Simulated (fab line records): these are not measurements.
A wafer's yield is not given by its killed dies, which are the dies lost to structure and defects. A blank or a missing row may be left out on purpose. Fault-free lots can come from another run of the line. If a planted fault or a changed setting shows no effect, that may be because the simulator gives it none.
Tool commonality check / flow n5-finfet / Sampled: 10 lots, 28 wafers

THE REASON FOR OPENING IT
At N5_FIN_SAQP_THK_MEAS_05 the reading thk-nm is flagged on 2 of 10 lots. Wafers without a fault read 38.1 nm, standard deviation 0.51.
Rule: a lot gets a flag if all its wafers with a number sit over 4 standard deviations from that mean, or if no wafer of it has a number. As for the other lots, they are considered sound.

lot=L757; measured=day 2 09:44; on=film-metro-01; thk-nm (nm), wafer by wafer=37.7 37.7 38.5; flag=
lot=L760; measured=day 2 22:27; on=film-metro-02; thk-nm (nm), wafer by wafer=38.5 38.4 39.1; flag=
lot=L764; measured=day 3 20:49; on=film-metro-01; thk-nm (nm), wafer by wafer=37.3 38.3 38.4; flag=
lot=L765; measured=day 4 03:04; on=film-metro-01; thk-nm (nm), wafer by wafer=37.6 38.5; flag=
lot=L766; measured=day 4 10:57; on=film-metro-02; thk-nm (nm), wafer by wafer=38.0 37.4 38.3; flag=
lot=L767; measured=day 4 18:53; on=film-metro-01; thk-nm (nm), wafer by wafer=45.9 45.7 47.0; flag=FLAGGED
lot=L770; measured=day 5 11:01; on=film-metro-01; thk-nm (nm), wafer by wafer=45.5 45.7 46.4; flag=FLAGGED
lot=L777; measured=day 7 05:13; on=film-metro-02; thk-nm (nm), wafer by wafer=37.6 37.4 38.3; flag=
lot=L778; measured=day 7 10:46; on=film-metro-02; thk-nm (nm), wafer by wafer=38.0 38.7; flag=
lot=L779; measured=day 7 16:05; on=film-metro-01; thk-nm (nm), wafer by wafer=38.2 37.8 39.1; flag=
The mean of the flagged lots' numbers is 46.0 nm, +7.9 nm from the usual (+16 standard deviations).

WHICH TOOL EACH LOT WENT THROUGH
The record holds 2 process steps before the reading, out of a route of 1938 steps. In each cell: the tool, then ch and the chambers that the sampled wafers went through, then the start.
lot=L757; flag=; N5_PMOS_HMC_CHANNEL_EPI_HM_OPEN_15=rie-diel-02 ch 0,2, day 2 05:47; N5_FIN_SAQP_HM_DEP_03=pecvd-01 ch 0,2, day 2 09:39
lot=L760; flag=; N5_PMOS_HMC_CHANNEL_EPI_HM_OPEN_15=rie-diel-05 ch 1,2,3, day 2 19:05; N5_FIN_SAQP_HM_DEP_03=pecvd-04 ch 0,2, day 2 22:22
lot=L764; flag=; N5_PMOS_HMC_CHANNEL_EPI_HM_OPEN_15=rie-diel-02 ch 1,2, day 3 17:30; N5_FIN_SAQP_HM_DEP_03=pecvd-03 ch 0,2, day 3 20:44
lot=L765; flag=; N5_PMOS_HMC_CHANNEL_EPI_HM_OPEN_15=rie-diel-02 ch 0,1, day 3 23:45; N5_FIN_SAQP_HM_DEP_03=pecvd-01 ch 1,2, day 4 02:58
lot=L766; flag=; N5_PMOS_HMC_CHANNEL_EPI_HM_OPEN_15=rie-diel-04 ch 0,1,2, day 4 06:51; N5_FIN_SAQP_HM_DEP_03=pecvd-03 ch 0,1,2, day 4 10:52
lot=L767; flag=FLAGGED; N5_PMOS_HMC_CHANNEL_EPI_HM_OPEN_15=rie-diel-04 ch 0,1, day 4 12:51; N5_FIN_SAQP_HM_DEP_03=pecvd-03 ch 0,1,2, day 4 18:48
lot=L770; flag=FLAGGED; N5_PMOS_HMC_CHANNEL_EPI_HM_OPEN_15=rie-diel-04 ch 1,2,3, day 5 07:23; N5_FIN_SAQP_HM_DEP_03=pecvd-03 ch 0,1,2, day 5 10:56
lot=L777; flag=; N5_PMOS_HMC_CHANNEL_EPI_HM_OPEN_15=rie-diel-05 ch 1,2,3, day 7 00:48; N5_FIN_SAQP_HM_DEP_03=pecvd-01 ch 1,2, day 7 05:08
lot=L778; flag=; N5_PMOS_HMC_CHANNEL_EPI_HM_OPEN_15=rie-diel-05 ch 2,3, day 7 06:29; N5_FIN_SAQP_HM_DEP_03=pecvd-01 ch 0,1, day 7 10:41
lot=L779; flag=; N5_PMOS_HMC_CHANNEL_EPI_HM_OPEN_15=rie-diel-05 ch 1,3, day 7 11:28; N5_FIN_SAQP_HM_DEP_03=pecvd-04 ch 1,2, day 7 16:00
What is done by these steps:
- N5_PMOS_HMC_CHANNEL_EPI_HM_OPEN_15: chemistry CHF3/O2, target SiO2, target depth 40.6 nm, time 20.3 s.
- N5_FIN_SAQP_HM_DEP_03: deposits SiNx from SiH4/NH3/N2, target thk 38 nm, time 33.6 s.
- N5_FIN_SAQP_THK_MEAS_05

FLAGGED AGAINST TOTAL, ONE TOOL AT A TIME (gauges that did the reading follow at the end)
step=N5_PMOS_HMC_CHANNEL_EPI_HM_OPEN_15; tool=rie-diel-02; lots run=3; flagged=0; share of the flagged lots=none; sound lots run after its first flagged lot=-
step=N5_PMOS_HMC_CHANNEL_EPI_HM_OPEN_15; tool=rie-diel-04; lots run=3; flagged=2; share of the flagged lots=all; sound lots run after its first flagged lot=0
step=N5_PMOS_HMC_CHANNEL_EPI_HM_OPEN_15; tool=rie-diel-05; lots run=4; flagged=0; share of the flagged lots=none; sound lots run after its first flagged lot=-
step=N5_FIN_SAQP_HM_DEP_03; tool=pecvd-01; lots run=4; flagged=0; share of the flagged lots=none; sound lots run after its first flagged lot=-
step=N5_FIN_SAQP_HM_DEP_03; tool=pecvd-03; lots run=4; flagged=2; share of the flagged lots=all; sound lots run after its first flagged lot=0
step=N5_FIN_SAQP_HM_DEP_03; tool=pecvd-04; lots run=2; flagged=0; share of the flagged lots=none; sound lots run after its first flagged lot=-
step=N5_FIN_SAQP_THK_MEAS_05; tool=film-metro-01; lots run=6; flagged=2; share of the flagged lots=all; sound lots run after its first flagged lot=1 (L779)
step=N5_FIN_SAQP_THK_MEAS_05; tool=film-metro-02; lots run=4; flagged=0; share of the flagged lots=none; sound lots run after its first flagged lot=-

WHAT THE TABLE PERMITS
rie-diel-04 at N5_PMOS_HMC_CHANNEL_EPI_HM_OPEN_15, pecvd-03 at N5_FIN_SAQP_HM_DEP_03 and film-metro-01 at N5_FIN_SAQP_THK_MEAS_05: these 3 rows of the table ran every flagged lot.
- rie-diel-04 at N5_PMOS_HMC_CHANNEL_EPI_HM_OPEN_15: 2 of its 3 lots flagged. It ran its last sound lot, L766, at day 4 06:51 and its first flagged lot, L767, at day 4 12:51: a fault with its onset between the two fits.
- pecvd-03 at N5_FIN_SAQP_HM_DEP_03: 2 of its 4 lots flagged. It ran its last sound lot, L766, at day 4 10:52 and its first flagged lot, L767, at day 4 18:48: a fault with its onset between the two fits.
- film-metro-01 at N5_FIN_SAQP_THK_MEAS_05: 2 of its 6 lots flagged. Lots that were sound ran on it after the first flagged one (L779); a persistent fault on the entire tool would not allow that.
These 2 tools cannot be told apart by counting lots, since each of them fits a fault that started at some hour. More lots, or a look at what each step does to the wafer, might.

WHAT THE SIMULATOR HAD INSERTED
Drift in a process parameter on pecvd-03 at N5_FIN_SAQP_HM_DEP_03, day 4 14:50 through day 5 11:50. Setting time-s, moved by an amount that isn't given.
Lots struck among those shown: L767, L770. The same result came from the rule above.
